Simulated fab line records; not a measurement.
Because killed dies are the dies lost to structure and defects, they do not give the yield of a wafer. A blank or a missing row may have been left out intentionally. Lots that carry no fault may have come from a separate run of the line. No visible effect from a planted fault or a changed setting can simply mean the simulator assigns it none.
Which tool did it? | flow nand harc | 24 lots, 72 wafers sampled, at 2 steps of a route of 1302

== WHAT THE GAUGES SHOWED, per wafer ==
NHARC_A_ONON_D2_THK_MEAS_24: measures by ellipsometry.
lot  | measured     | on            | thk nm (nm)
L074 | day 12 21:35 | film metro-01 | 1008 1006 1007
L076 | day 13 07:26 | film metro-02 | 988 988 988
L075 | day 13 07:27 | film metro-01 | 1017 1017 1016
L077 | day 14 06:58 | film metro-02 | 992 994 993
L078 | day 14 12:24 | film metro-02 | 985 984 985
L080 | day 15 06:46 | film metro-01 | 996 994 994
L079 | day 15 06:46 | film metro-02 | 1017 1017 1017
L081 | day 16 02:24 | film metro-01 | 995 995 993
L083 | day 16 15:44 | film metro-01 | 996 997 996
L082 | day 16 15:46 | film metro-01 | 997 999 998
L084 | day 17 09:41 | film metro-02 | 1010 1010 1009
L086 | day 17 19:42 | film metro-01 | 977 977 977
L085 | day 17 19:43 | film metro-02 | 1015 1015 1015
L087 | day 18 03:14 | film metro-02 | 1003 1004 1004
L089 | day 19 03:07 | film metro-01 | 991 993 992
L088 | day 19 03:08 | film metro-02 | 1002 1001 1001
L090 | day 19 13:16 | film metro-01 | 984 985 984
L093 | day 20 02:38 | film metro-02 | 994 994 993
L091 | day 20 02:46 | film metro-02 | 998 999 999
L092 | day 20 03:00 | film metro-01 | 1009 1007 1010
L094 | day 20 23:07 | film metro-02 | 1011 1011 1013
L095 | day 21 20:01 | film metro-01 | 1002 1002 1002
L096 | day 21 20:01 | film metro-02 | 1002 1001 1000
L097 | day 22 09:55 | film metro-02 | 1007 1009 1008

NHARC_A_ONON_D2_THK_MEAS_34: measures by ellipsometry.
lot  | measured     | on            | thk nm (nm)
L074 | day 12 23:13 | film metro-01 | 197.2 201.0 198.5
L076 | day 13 09:04 | film metro-02 | 198.9 195.6 198.9
L075 | day 13 09:03 | film metro-01 | 197.0 199.8 202.1
L077 | day 14 08:35 | film metro-01 | 197.9 203.3 199.2
L078 | day 14 14:08 | film metro-02 | 199.5 203.9 205.7
L080 | day 15 08:22 | film metro-01 | 200.7 201.1 202.2
L079 | day 15 08:22 | film metro-02 | 201.9 199.2 200.8
L081 | day 16 04:00 | film metro-01 | 197.0 199.4 197.5
L083 | day 16 17:20 | film metro-01 | 199.8 200.0 201.6
L082 | day 16 17:37 | film metro-01 | 197.0 199.6 202.5
L084 | day 17 11:17 | film metro-02 | 197.0 198.8 203.8
L086 | day 17 21:19 | film metro-01 | 200.6 202.9 201.2
L085 | day 17 21:19 | film metro-02 | 196.7 203.3 202.8
L087 | day 18 04:50 | film metro-01 | 199.1 201.0 201.8
L089 | day 19 04:43 | film metro-02 | 195.7 203.4 199.0
L088 | day 19 04:45 | film metro-02 | 202.5 200.8 204.9
L090 | day 19 14:53 | film metro-01 | 196.6 199.7 202.0
L093 | day 20 04:15 | film metro-02 | 199.9 205.1 207.1
L091 | day 20 04:31 | film metro-02 | 201.2 204.9 199.0
L092 | day 20 04:47 | film metro-01 | 201.6 199.5 201.2
L094 | day 21 00:46 | film metro-02 | 199.2 203.9 204.9
L095 | day 21 21:38 | film metro-02 | 200.2 202.6 202.9
L096 | day 21 21:38 | film metro-01 | 199.1 201.6 197.9
L097 | day 22 11:31 | film metro-01 | 199.6 202.8 204.0

== EACH LOT AND THE TOOL THAT RAN IT (in order: tool; ch and the chambers of the sampled wafers; start) ==
The record holds no process step before these readings.

== AS READ BY THE TOOLS THEMSELVES (means over the sampled wafers that have a number; for cases with no such wafer, the mark the record gives instead) ==
The record holds no such reading with a usual standard deviation.

== THE ANSWER, worked out from the rows above alone ==
Rule: what is usual is taken from the lots themselves. Put in order of their means at a reading, lots are off if they are a third of the lots or fewer, leave a main group of 4 or more, and stand apart from it by a gap of 3 or more times the standard deviation of the main group's means; of several such gaps the widest counts. If all means in a main group match to the digits the tables above print for the reading, that group is not used. A lot without any number at a reading at which 4 lots or more have one is off too. Where the step has rows for the other lots, those lots are counted as sound. First the gauges in route order, then the tools' own readings, where a lot's mean is used as printed above. At the first step where some lot is off, the reading lying furthest off is the one used; lots without a number count as furthest.
None of the lots is off at any reading shown; this tells nothing.

== WHAT THE SIMULATOR HAD PUT IN ==
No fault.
